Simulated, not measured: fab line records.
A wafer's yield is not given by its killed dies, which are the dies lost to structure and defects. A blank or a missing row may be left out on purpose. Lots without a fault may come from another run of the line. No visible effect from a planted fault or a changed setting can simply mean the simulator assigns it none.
The tool behind it: which one? + flow nand-harc + Sampling: 9 lots, 27 wafers, 6 of 1302 route steps

== WHAT THE GAUGES SHOWED, per wafer ==
NHARC_HYBRID_BOND_OVL_MEAS_05. Usual: overlay-x-nm 1 nm, standard deviation 33; overlay-y-nm 2 nm, standard deviation 32.
| lot  | measured     | on         | overlay-x-nm (nm) | overlay-y-nm (nm) | flag |
|------|--------------|------------|-------------------|-------------------|------|
| L523 | day 24 07:34 | overlay-02 | -23 74 41         | 61 18 6           |      |
| L527 | day 24 14:01 | overlay-01 | -41 3 38          | -11 -56 -7        |      |
| L525 | day 24 14:01 | overlay-02 | -22 28 -17        | -44 -1 10         |      |
| L531 | day 27 10:29 | overlay-01 | 10 -27 24         | -10 -34 -40       |      |
| L535 | day 29 03:33 | overlay-02 | -8 37 -19         | 0 18 -21          |      |
| L541 | day 31 12:08 | overlay-02 | -53 7 -11         | -27 -12 -7        |      |
| L544 | day 32 17:41 | overlay-02 | 41 5 -19          | 17 70 -58         |      |
| L543 | day 33 16:26 | overlay-02 | 3 -36 -36         | -14 -45 59        |      |
| L545 | day 34 04:29 | overlay-02 | -28 18 34         | -5 25 -44         |      |

NHARC_END_WLT_00. Usual: VT_DECK1_BOTTOM 0.869, standard deviation 0.0055; VT_DECK1_BOTTOM_INNER 0.869, standard deviation 0.0058; VT_DECK1_MEDIAN_NEAR_BOTTOM 0.871, standard deviation 0.0057; VT_DECK1_MEDIAN_NEAR_BOTTOM_INNER 0.870, standard deviation 0.0055; VT_DECK1_MIDDLE 0.883, standard deviation 0.0051; VT_DECK1_MIDDLE_INNER 0.882, standard deviation 0.006; VT_DECK1_TOP 0.893, standard deviation 0.0061; VT_DECK1_TOP_INNER 0.894, standard deviation 0.0063; VT_DECK2_BOTTOM 0.871, standard deviation 0.0071; VT_DECK2_BOTTOM_INNER 0.871, standard deviation 0.0066; VT_DECK2_MEDIAN_NEAR_BOTTOM 0.872, standard deviation 0.0074; VT_DECK2_MEDIAN_NEAR_BOTTOM_INNER 0.872, standard deviation 0.0066; VT_DECK2_MIDDLE 0.885, standard deviation 0.0071; VT_DECK2_MIDDLE_INNER 0.885, standard deviation 0.0069; VT_DECK2_TOP 0.897, standard deviation 0.0073; VT_DECK2_TOP_INNER 0.897, standard deviation 0.0078.
| lot  | measured     | on        | VT_DECK1_BOTTOM                     | VT_DECK1_BOTTOM_INNER               | VT_DECK1_MEDIAN_NEAR_BOTTOM         | VT_DECK1_MEDIAN_NEAR_BOTTOM_INNER   | VT_DECK1_MIDDLE                     | VT_DECK1_MIDDLE_INNER               | VT_DECK1_TOP                        | VT_DECK1_TOP_INNER                  | VT_DECK2_BOTTOM                     | VT_DECK2_BOTTOM_INNER               | VT_DECK2_MEDIAN_NEAR_BOTTOM         | VT_DECK2_MEDIAN_NEAR_BOTTOM_INNER   | VT_DECK2_MIDDLE                     | VT_DECK2_MIDDLE_INNER               | VT_DECK2_TOP                        | VT_DECK2_TOP_INNER                  | flag |
|------|--------------|-----------|-------------------------------------|-------------------------------------|-------------------------------------|-------------------------------------|-------------------------------------|-------------------------------------|-------------------------------------|-------------------------------------|-------------------------------------|-------------------------------------|-------------------------------------|-------------------------------------|-------------------------------------|-------------------------------------|-------------------------------------|-------------------------------------|------|
| L523 | day 24 22:05 | prober-01 | 0.864 0.875 0.859                   | 0.863 0.873 0.860                   | 0.858 0.858 0.873                   | 0.870 0.868 0.866                   | 0.882 0.878 0.881                   | 0.869 0.871 0.879                   | 0.892 0.889 0.887                   | 0.894 0.888 0.885                   | 0.868 0.877 0.874                   | 0.863 0.882 0.877                   | 0.879 0.872 0.874                   | 0.871 0.874 0.877                   | 0.876 0.885 0.891                   | 0.885 0.893 0.881                   | 0.894 0.900 0.900                   | 0.896 0.901 0.898                   |      |
| L527 | day 25 06:00 | prober-01 | 0.864 0.876 0.871                   | 0.871 0.868 0.882                   | 0.862 0.870 0.871                   | 0.868 0.871 0.880                   | 0.881 0.887 0.882                   | 0.887 0.888 0.892                   | 0.902 0.901 0.896                   | 0.902 0.901 0.897                   | 0.875 0.865 0.875                   | 0.874 0.878 0.866                   | 0.866 0.873 0.869                   | 0.873 0.864 0.869                   | 0.873 0.881 0.889                   | 0.886 0.880 0.890                   | 0.895 0.903 0.899                   | 0.901 0.897 0.902                   |      |
| L525 | day 25 05:47 | prober-02 | 0.862 0.866 0.870                   | 0.869 0.872 0.873                   | 0.869 0.878 0.871                   | 0.872 0.871 0.876                   | 0.884 0.886 0.882                   | 0.888 0.884 0.886                   | 0.898 0.889 0.891                   | 0.895 0.898 0.900                   | 0.864 0.880 0.869                   | 0.872 0.868 0.873                   | 0.869 0.873 0.879                   | 0.869 0.874 0.882                   | 0.880 0.891 0.886                   | 0.885 0.886 0.889                   | 0.888 0.903 0.889                   | 0.899 0.896 0.892                   |      |
| L531 | day 28 02:47 | prober-02 | 0.874 0.873 0.871                   | 0.871 0.869 0.872                   | 0.868 0.877 0.866                   | 0.866 0.877 0.872                   | 0.883 0.884 0.887                   | 0.887 0.891 0.880                   | 0.896 0.899 0.886                   | 0.898 0.902 0.901                   | 0.875 0.872 0.872                   | 0.876 0.870 0.869                   | 0.881 0.880 0.866                   | 0.875 0.869 0.876                   | 0.889 0.896 0.890                   | 0.893 0.886 0.884                   | 0.898 0.896 0.898                   | 0.898 0.904 0.899                   |      |
| L535 | day 29 20:38 | prober-01 | 0.875 0.866 0.861                   | 0.866 0.866 0.865                   | 0.868 0.868 0.858                   | 0.866 0.868 0.862                   | 0.878 0.878 0.878                   | 0.877 0.868 0.875                   | 0.890 0.892 0.892                   | 0.884 0.894 0.886                   | 0.873 0.875 0.866                   | 0.868 0.869 0.864                   | 0.863 0.859 0.873                   | 0.876 0.873 0.876                   | 0.879 0.883 0.878                   | 0.890 0.886 0.886                   | 0.895 0.897 0.895                   | 0.889 0.895 0.903                   |      |
| L541 | day 32 13:22 | prober-01 | 0.859 0.870 0.869                   | 0.864 0.861 0.871                   | 0.865 0.869 0.874                   | 0.857 0.874 0.871                   | 0.878 0.882 0.880                   | 0.870 0.876 0.883                   | 0.895 0.882 0.889                   | 0.878 0.895 0.891                   | 0.872 0.872 0.876                   | 0.872 0.882 0.878                   | 0.881 0.882 0.875                   | 0.883 0.883 0.881                   | 0.892 0.893 0.890                   | 0.885 0.884 0.894                   | 0.902 0.903 0.904                   | 0.904 0.900 0.915                   |      |
| L544 | day 33 13:32 | prober-01 | 0.875 0.878 0.874 0.871 0.870 0.868 | 0.879 0.875 0.877 0.877 0.869 0.876 | 0.873 0.877 0.877 0.879 0.871 0.876 | 0.878 0.878 0.875 0.881 0.880 0.874 | 0.885 0.882 0.890 0.875 0.887 0.884 | 0.883 0.883 0.877 0.892 0.888 0.889 | 0.890 0.906 0.899 0.897 0.903 0.894 | 0.894 0.901 0.895 0.904 0.892 0.904 | 0.883 0.873 0.877 0.874 0.868 0.881 | 0.873 0.879 0.875 0.872 0.865 0.883 | 0.876 0.889 0.887 0.871 0.874 0.881 | 0.877 0.881 0.879 0.876 0.878 0.882 | 0.895 0.883 0.892 0.890 0.886 0.894 | 0.887 0.879 0.881 0.892 0.893 0.891 | 0.898 0.900 0.905 0.902 0.903 0.902 | 0.900 0.894 0.900 0.892 0.890 0.892 |      |
| L543 | day 34 15:11 | prober-02 | 0.862 0.864 0.865 0.864 0.861 0.863 | 0.856 0.866 0.867 0.867 0.862 0.866 | 0.861 0.861 0.873 0.869 0.866 0.869 | 0.859 0.865 0.858 0.866 0.858 0.864 | 0.876 0.878 0.878 0.877 0.871 0.869 | 0.873 0.873 0.878 0.877 0.871 0.879 | 0.887 0.882 0.883 0.885 0.881 0.880 | 0.892 0.894 0.888 0.887 0.883 0.882 | 0.868 0.871 0.872 0.879 0.872 0.865 | 0.865 0.867 0.880 0.872 0.864 0.871 | 0.874 0.875 0.878 0.875 0.868 0.874 | 0.866 0.866 0.861 0.869 0.867 0.862 | 0.893 0.882 0.882 0.882 0.880 0.883 | 0.886 0.874 0.884 0.878 0.881 0.881 | 0.896 0.897 0.902 0.898 0.891 0.894 | 0.895 0.904 0.892 0.894 0.893 0.892 |      |
| L545 | day 35 06:40 | prober-01 | 0.872 0.860 0.860                   | 0.868 0.866 0.868                   | 0.865 0.865 0.869                   | 0.873 0.873 0.869                   | 0.877 0.877 0.878                   | 0.879 0.882 0.877                   | 0.896 0.893 0.893                   | 0.896 0.893 0.890                   | 0.867 0.865 0.868                   | 0.872 0.866 0.875                   | 0.868 0.870 0.876                   | 0.865 0.866 0.874                   | 0.884 0.883 0.875                   | 0.882 0.883 0.890                   | 0.891 0.894 0.895                   | 0.890 0.891 0.897                   |      |

NHARC_END_SORT_01. Usual: defect-limited-yield 92.9 %, standard deviation 2.4; killed-at-array 44, standard deviation 16; killed-at-other 0.6, standard deviation 1.1; killed-at-periphery 3.9, standard deviation 2.6; killed-dies 48, standard deviation 16; killed-open 3.1, standard deviation 1.9; killed-short 2.4, standard deviation 1.8; sort_bin_2_pct 2.6 %, standard deviation 1; sort_bin_3_pct 0.6 %, standard deviation 0.39; sort_bin_4_pct 4.0 %, standard deviation 1.4; sort-n-pass 629, standard deviation 16; sort-rim-yield-pct 89 %, standard deviation 4.3; sort-yield-pct 92.9 %, standard deviation 2.4.
| lot  | measured     | on        | defect-limited-yield (%) | killed-at-array | killed-at-other | killed-at-periphery | killed-dies | killed-open | killed-short | sort_bin_2_pct (%) | sort_bin_3_pct (%) | sort_bin_4_pct (%) | sort-n-pass | sort-rim-yield-pct (%) | sort-yield-pct (%) | flag |
|------|--------------|-----------|--------------------------|-----------------|-----------------|---------------------|-------------|-------------|--------------|--------------------|--------------------|--------------------|-------------|------------------------|--------------------|------|
| L523 | day 25 01:07 | prober-01 | 90.1 90.1 90.3           | 63 61 64        | 0 0 0           | 4 6 2               | 67 67 66    | 2 5 6       | 3 1 5        | 4.3 3.8 4.9        | 0.6 1.0 1.3        | 5.0 5.0 3.5        | 610 610 611 | 91 99 97               | 90.1 90.1 90.3     |      |
| L527 | day 25 08:57 | prober-01 | 91.0 89.1 88.5           | 53 67 75        | 1 0 0           | 7 7 3               | 61 74 78    | 4 6 2       | 5 3 0        | 2.5 3.2 5.3        | 0.6 1.5 0.9        | 5.9 6.2 5.3        | 616 603 599 | 83 93 85               | 91.0 89.1 88.5     |      |
| L525 | day 25 09:23 | prober-02 | 97.6 97.9 97.6           | 13 10 16        | 1 0 0           | 2 4 0               | 16 14 16    | 7 2 2       | 0 2 3        | 0.4 1.0 0.7        | 0 0 0.1            | 1.9 1.0 1.5        | 661 663 661 | 96 96 94               | 97.6 97.9 97.6     |      |
| L531 | day 28 06:03 | prober-02 | 90.5 91.4 94.2           | 58 54 35        | 0 0 0           | 6 4 4               | 64 58 39    | 5 2 3       | 3 3 1        | 3.1 2.5 2.1        | 0.7 0.1 0          | 5.6 5.9 3.7        | 613 619 638 | 91 94 86               | 90.5 91.4 94.2     |      |
| L535 | day 29 23:56 | prober-01 | 92.9 93.5 93.5           | 38 38 40        | 0 1 0           | 10 5 4              | 48 44 44    | 7 3 1       | 2 2 4        | 3.0 1.8 3.0        | 0.1 0.9 0.9        | 4.0 3.8 2.7        | 629 633 633 | 90 89 91               | 92.9 93.5 93.5     |      |
| L541 | day 32 16:56 | prober-01 | 93.1 93.6 93.5           | 40 40 41        | 3 0 0           | 4 3 3               | 47 43 44    | 4 4 0       | 0 4 2        | 2.2 1.9 1.6        | 0.3 0.6 0.9        | 4.4 3.8 4.0        | 630 634 633 | 87 90 89               | 93.1 93.6 93.5     |      |
| L544 | day 33 19:46 | prober-02 | 93.6 92.9 77.3           | 35 45 41        | 0 0 109         | 8 3 4               | 43 48 154   | 4 0 0       | 4 1 2        | 1.8 3.0 9.7        | 0.3 0.3 5.5        | 4.3 3.8 7.5        | 634 629 523 | 87 91 92               | 93.6 92.9 77.3     | OFF  |
| L543 | day 34 21:23 | prober-01 | 94.1 81.1 93.5           | 36 29 42        | 0 97 1          | 4 2 1               | 40 128 44   | 0 4 5       | 1 5 4        | 2.5 7.2 2.5        | 0.9 6.5 0.3        | 2.5 5.2 3.7        | 637 549 633 | 83 91 84               | 94.1 81.1 93.5     | OFF  |
| L545 | day 35 09:57 | prober-01 | 92.6 91.9 92.9           | 48 53 45        | 0 0 1           | 2 2 2               | 50 55 48    | 5 2 2       | 1 1 3        | 2.2 3.5 1.9        | 0.4 0.6 1.0        | 4.7 4.0 4.1        | 627 622 629 | 81 83 86               | 92.6 91.9 92.9     |      |

== TOOL THAT RAN EACH LOT (tool first, then ch and the chambers of the sampled wafers, then the start) ==
| lot  | NHARC_A_BONDPAD_PRE_CLEAN_26            | NHARC_THIN_TSV_CMP_01         | NHARC_THIN_TSV_DEP_47           |
|------|-----------------------------------------|-------------------------------|---------------------------------|
| L523 | pvd-sputter-01, day 24 07:34 or earlier | cmp-01 ch 0,1, day 24 09:00   | pecvd-04 ch 1,2, day 24 12:04   |
| L527 | pvd-sputter-02, day 24 14:01 or earlier | cmp-01 ch 0,2,3, day 24 15:26 | pecvd-02 ch 0,1, day 24 18:39   |
| L525 | pvd-sputter-01, day 24 14:01 or earlier | cmp-03 ch 0,3, day 24 16:37   | pecvd-04 ch 0,1,2, day 24 19:51 |
| L531 | pvd-sputter-02, day 27 10:29 or earlier | cmp-01 ch 0,1,3, day 27 11:55 | pecvd-02 ch 1,2, day 27 15:04   |
| L535 | pvd-sputter-03, day 29 03:33 or earlier | cmp-02 ch 0,3, day 29 04:59   | pecvd-03 ch 0,1,2, day 29 08:16 |
| L541 | pvd-sputter-02, day 31 12:08 or earlier | cmp-03 ch 1,2,3, day 31 14:49 | pecvd-04 ch 0,2, day 31 18:07   |
| L544 | pvd-sputter-03, day 32 17:41 or earlier | cmp-02 ch 0,1,2, day 32 19:07 | pecvd-02 ch 0,1,2, day 32 22:09 |
| L543 | pvd-sputter-03, day 33 16:26 or earlier | cmp-01 ch 1,2,3, day 33 17:52 | pecvd-02 ch 0,2, day 33 21:01   |
| L545 | pvd-sputter-03, day 34 04:29 or earlier | cmp-01 ch 0,1,3, day 34 07:09 | pecvd-04 ch 0,1,2, day 34 10:17 |
- NHARC_A_BONDPAD_PRE_CLEAN_26: time 30 s.
- NHARC_THIN_TSV_CMP_01: polishes.
- NHARC_THIN_TSV_DEP_47: deposits SiO2, target thk 200 nm.

== AS READ BY THE TOOLS THEMSELVES (means over the sampled wafers that have a number; for cases with no such wafer, the mark the record gives instead) ==
NHARC_A_BONDPAD_PRE_CLEAN_26. Usual: 396 W for heater-power-w, sd 38.
| lot  | tool           | heater-power-w (W) | flag |
|------|----------------|--------------------|------|
| L523 | pvd-sputter-01 | 395                |      |
| L527 | pvd-sputter-02 | 442                |      |
| L525 | pvd-sputter-01 | 392                |      |
| L531 | pvd-sputter-02 | 406                |      |
| L535 | pvd-sputter-03 | 394                |      |
| L541 | pvd-sputter-02 | 420                |      |
| L544 | pvd-sputter-03 | 364                |      |
| L543 | pvd-sputter-03 | 363                |      |
| L545 | pvd-sputter-03 | 376                |      |

NHARC_THIN_TSV_CMP_01. Usual: motor-current-A 11.9 A, standard deviation 1.2; retaining-ring-pressure-frac 1.000, standard deviation 0.005.
| lot  | tool   | motor-current-A (A) | retaining-ring-pressure-frac | flag |
|------|--------|---------------------|------------------------------|------|
| L523 | cmp-01 | 13.7                | 0.994                        |      |
| L527 | cmp-01 | 13.2                | 0.996                        |      |
| L525 | cmp-03 | 11.4                | 1.000                        |      |
| L531 | cmp-01 | 13.0                | 0.998                        |      |
| L535 | cmp-02 | 11.8                | 1.001                        |      |
| L541 | cmp-03 | 10.9                | 1.004                        |      |
| L544 | cmp-02 | 11.5                | 1.001                        |      |
| L543 | cmp-01 | 13.2                | 1.000                        |      |
| L545 | cmp-01 | 12.8                | 1.002                        |      |

NHARC_THIN_TSV_DEP_47. Usual: 16.0 % for throttle-valve-pct, sd 0.59.
| lot  | tool     | throttle-valve-pct (%) | flag |
|------|----------|------------------------|------|
| L523 | pecvd-04 | 16.5                   |      |
| L527 | pecvd-02 | 16.1                   |      |
| L525 | pecvd-04 | 16.0                   |      |
| L531 | pecvd-02 | 15.8                   |      |
| L535 | pecvd-03 | 15.8                   |      |
| L541 | pecvd-04 | 16.1                   |      |
| L544 | pecvd-02 | 16.4                   |      |
| L543 | pecvd-02 | 16.2                   |      |
| L545 | pecvd-04 | 15.8                   |      |

== THE ANSWER, worked out from the rows above alone ==
Rule: a lot counts as off when the mean over its wafers that have a number is more than 3 standard deviations away from the usual mean. Also off: a lot with no number at a reading for which 4 or more lots have one. The other lots that the step has rows for count as sound. After the gauges, taken in route order, come the tools' own readings; for these a lot's mean is taken, as printed above. The first step at which some lot is off is used, and at that step the reading that is off furthest; a lot without a number counts as furthest.
Off at NHARC_END_SORT_01 (killed-at-other): L544, L543.
A tool fits if, at a process step before that reading, it ran every lot that is off, and no sound lot after the first of them. Those tools and the gauges at NHARC_END_SORT_01 are tried in the same way. NHARC_A_BONDPAD_PRE_CLEAN_26 gives no start for some lots, so the hours and the order of its lots are those of NHARC_HYBRID_BOND_OVL_MEAS_05. One fits: NHARC_THIN_TSV_DEP_47 on pecvd-02. Its last sound lot is L531 (day 27 15:04), its first lot that is off L544 (day 32 22:09): a fault that began between those two fits.

== WHAT WAS PUT IN BY THE SIMULATOR ==
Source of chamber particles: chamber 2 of pecvd-02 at NHARC_THIN_TSV_DEP_47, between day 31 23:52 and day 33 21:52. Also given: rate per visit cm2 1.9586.
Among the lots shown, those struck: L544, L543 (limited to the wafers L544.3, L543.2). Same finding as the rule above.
